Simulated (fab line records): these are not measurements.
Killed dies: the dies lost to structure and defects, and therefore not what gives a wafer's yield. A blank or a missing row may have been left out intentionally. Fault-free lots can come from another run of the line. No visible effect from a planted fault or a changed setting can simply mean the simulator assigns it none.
Which tool is to blame?    flow n5 finfet    11 lots with 33 wafers sampled at 4 steps, on a route of 1938 steps

## WHAT EACH GAUGE READ, for each wafer
Not one reading of a measure or inspect step in the record can be checked against a usual standard deviation.

## TOOL THAT RAN EACH LOT (tool first, then ch and the chambers of the sampled wafers, then the start)
lot   N5_BEOL_M7_ETCH_66                  N5_BEOL_M7_CURE_75             N5_BEOL_M7_CVD_78                 N5_BEOL_M8_ILD_DEP_00
L257  rie diel-05 ch 0,1,2, day 9 01:05   uv cure-01 ch 2, day 9 01:41   cvd co-02 ch 1,2, day 9 02:32     pecvd-02 ch 0,1, day 9 04:22
L259  rie diel-04 ch 1,2, day 9 20:31     uv cure-03 ch 2, day 9 21:07   cvd co-01 ch 0,2, day 9 23:19     pecvd-02 ch 0,1, day 10 00:27
L262  rie diel-03 ch 0,2,3, day 10 15:03  uv cure-03 ch 1, day 10 15:43  cvd co-01 ch 0,2, day 10 16:56    pecvd-01 ch 0,1, day 10 18:12
L263  rie diel-05 ch 1,2,3, day 10 21:20  uv cure-02 ch 2, day 10 21:55  cvd co-02 ch 0,1,2, day 10 22:43  pecvd-02 ch 0,1,2, day 10 23:58
L264  rie diel-04 ch 0,1,3, day 11 02:04  uv cure-03 ch 2, day 11 02:37  cvd co-02 ch 0,1,2, day 11 04:35  pecvd-03 ch 0,1,2, day 11 06:01
L267  rie diel-04 ch 1,3, day 11 04:27    uv cure-01 ch 1, day 11 04:59  cvd co-01 ch 0,1, day 11 05:55    pecvd-03 ch 0,2, day 11 07:10
L265  rie diel-04 ch 0,2,3, day 11 08:36  uv cure-03 ch 2, day 11 09:08  cvd co-01 ch 1,2, day 11 11:43    pecvd-03 ch 1,2, day 11 13:13
L266  rie diel-04 ch 0,1, day 11 18:35    uv cure-01 ch 2, day 11 19:11  cvd co-01 ch 0,1,2, day 11 19:56  pecvd-02 ch 0,1,2, day 11 21:16
L269  rie diel-03 ch 0,2,3, day 12 03:29  uv cure-02 ch 1, day 12 04:08  cvd co-02 ch 0,1,2, day 12 05:22  pecvd-03 ch 0,1,2, day 12 06:32
L277  rie diel-03 ch 1,2,3, day 14 09:41  uv cure-01 ch 1, day 14 10:14  cvd co-02 ch 0,1,2, day 14 12:23  pecvd-03 ch 0,1,2, day 14 13:51
L280  rie diel-05 ch 1,2,3, day 14 19:49  uv cure-01 ch 0, day 14 20:22  cvd co-02 ch 1,2, day 14 21:19    pecvd-02 ch 0,1, day 14 22:47
- N5_BEOL_M7_ETCH_66: etches SOC in N2/H2, target depth 80 nm, overetch 16 nm, time 120 s.
- N5_BEOL_M7_CURE_75: cures SiCOH lowk, time 120 s.
- N5_BEOL_M7_CVD_78: deposits Co from CCTBA/H2, target thk 2 nm, time 142.3 s.
- N5_BEOL_M8_ILD_DEP_00: deposits SiCOH lowk from DEMS/porogen, target thk 179.75 nm, time 33.4 s.

## WHAT THE TOOLS THEMSELVES READ (means of the sampled wafers that have a number; where no wafer has one, the mark that the record gives instead)
N5_BEOL_M7_ETCH_66. Usual: drypump motor current A 5.7 A, standard deviation 0.46; n2 flow sccm 199.9 sccm, standard deviation 0.58; oes product au 0.61 a.u., standard deviation 0.052; rf vpp V 524.1 V, standard deviation 2.8; showerhead plenum p Torr 2.55 Torr, standard deviation 0.1; throttle valve pct 17.84 %, standard deviation 0.23.
lot   tool         drypump motor current A (A)  n2 flow sccm (sccm)  oes product au (a.u.)  rf vpp V (V)  showerhead plenum p Torr (Torr)  throttle valve pct (%)  flag
L257  rie diel-05  5.7                          200.1                0.66                   527.0         2.62                             17.84                   
L259  rie diel-04  5.2                          199.7                0.61                   522.8         2.53                             18.00                   
L262  rie diel-03  5.9                          199.5                0.64                   525.5         2.61                             17.82                   
L263  rie diel-05  5.4                          199.7                0.60                   525.9         2.62                             17.74                   
L264  rie diel-04  5.9                          199.9                0.58                   522.3         2.48                             17.91                   
L267  rie diel-04  5.8                          200.1                0.58                   521.5         2.44                             17.94                   
L265  rie diel-04  5.7                          199.1                0.55                   523.4         2.53                             17.74                   
L266  rie diel-04  6.0                          199.9                0.58                   522.9         2.50                             17.90                   
L269  rie diel-03  5.9                          200.0                0.62                   525.4         2.60                             17.85                   
L277  rie diel-03  6.1                          199.9                0.60                   524.6         2.55                             17.84                   
L280  rie diel-05  5.4                          200.0                0.64                   526.2         2.61                             17.67                   

N5_BEOL_M7_CURE_75. Usual: lamp power pct 52.31 %, standard deviation 0.053; wafer_temp_C_max 371.6, standard deviation 0.47.
lot   tool        lamp power pct (%)  wafer_temp_C_max  flag
L257  uv cure-01  52.36               371.1             
L259  uv cure-03  52.31               371.8             
L262  uv cure-03  52.33               372.1             
L263  uv cure-02  52.33               371.7             
L264  uv cure-03  52.31               372.0             
L267  uv cure-01  52.30               371.0             
L265  uv cure-03  52.27               371.3             
L266  uv cure-01  52.29               371.5             
L269  uv cure-02  52.35               371.8             
L277  uv cure-01  52.29               371.7             
L280  uv cure-01  52.34               372.7             

N5_BEOL_M7_CVD_78. Usual: 165.0 s for run length s, sd 0.48.
lot   tool       run length s (s)  flag
L257  cvd co-02  165.0             
L259  cvd co-01  165.1             
L262  cvd co-01  164.9             
L263  cvd co-02  165.2             
L264  cvd co-02  164.9             
L267  cvd co-01  164.6             
L265  cvd co-01  165.4             
L266  cvd co-01  107.3             OFF
L269  cvd co-02  165.1             
L277  cvd co-02  165.2             
L280  cvd co-02  165.0             

N5_BEOL_M8_ILD_DEP_00. Usual: heater power outer w 146 W, standard deviation 26; heater power w 302 W, standard deviation 40; showerhead plenum p Torr 5.738 Torr, standard deviation 0.02; throttle valve pct 14.1 %, standard deviation 0.74.
lot   tool      heater power outer w (W)  heater power w (W)  showerhead plenum p Torr (Torr)  throttle valve pct (%)  flag
L257  pecvd-02  128                       264                 5.746                            14.4                    
L259  pecvd-02  124                       252                 5.742                            14.5                    
L262  pecvd-01  147                       292                 5.752                            14.1                    
L263  pecvd-02  157                       308                 5.740                            13.9                    
L264  pecvd-03  152                       325                 5.734                            14.2                    
L267  pecvd-03  139                       327                 5.739                            13.9                    
L265  pecvd-03  143                       296                 5.747                            14.6                    
L266  pecvd-02  140                       286                 5.728                            13.9                    
L269  pecvd-03  144                       322                 5.742                            14.2                    
L277  pecvd-03  153                       325                 5.734                            14.1                    
L280  pecvd-02  166                       311                 5.751                            14.5                    

## THE ANSWER, worked out from the rows above alone
Rule: a lot counts as off when the mean over its wafers that have a number is more than 3 standard deviations away from the usual mean. Also off: a lot with no number at a reading for which 4 or more lots have one. The other lots that the step has rows for count as sound. First the gauges in route order, then the tools' own readings, where a lot's mean is used as printed above. At the first step where some lot is off, the reading lying furthest off is the one used; lots without a number count as furthest.
Off at N5_BEOL_M7_CVD_78 (run length s): L266.
A tool fits if, at that step or a process step before it, it ran every lot that is off, and no sound lot after the first of them. This does not decide it: 2 tools fit, namely rie diel-04 at N5_BEOL_M7_ETCH_66 and cvd co-01 at N5_BEOL_M7_CVD_78.

## WHAT THE SIMULATOR PUT IN
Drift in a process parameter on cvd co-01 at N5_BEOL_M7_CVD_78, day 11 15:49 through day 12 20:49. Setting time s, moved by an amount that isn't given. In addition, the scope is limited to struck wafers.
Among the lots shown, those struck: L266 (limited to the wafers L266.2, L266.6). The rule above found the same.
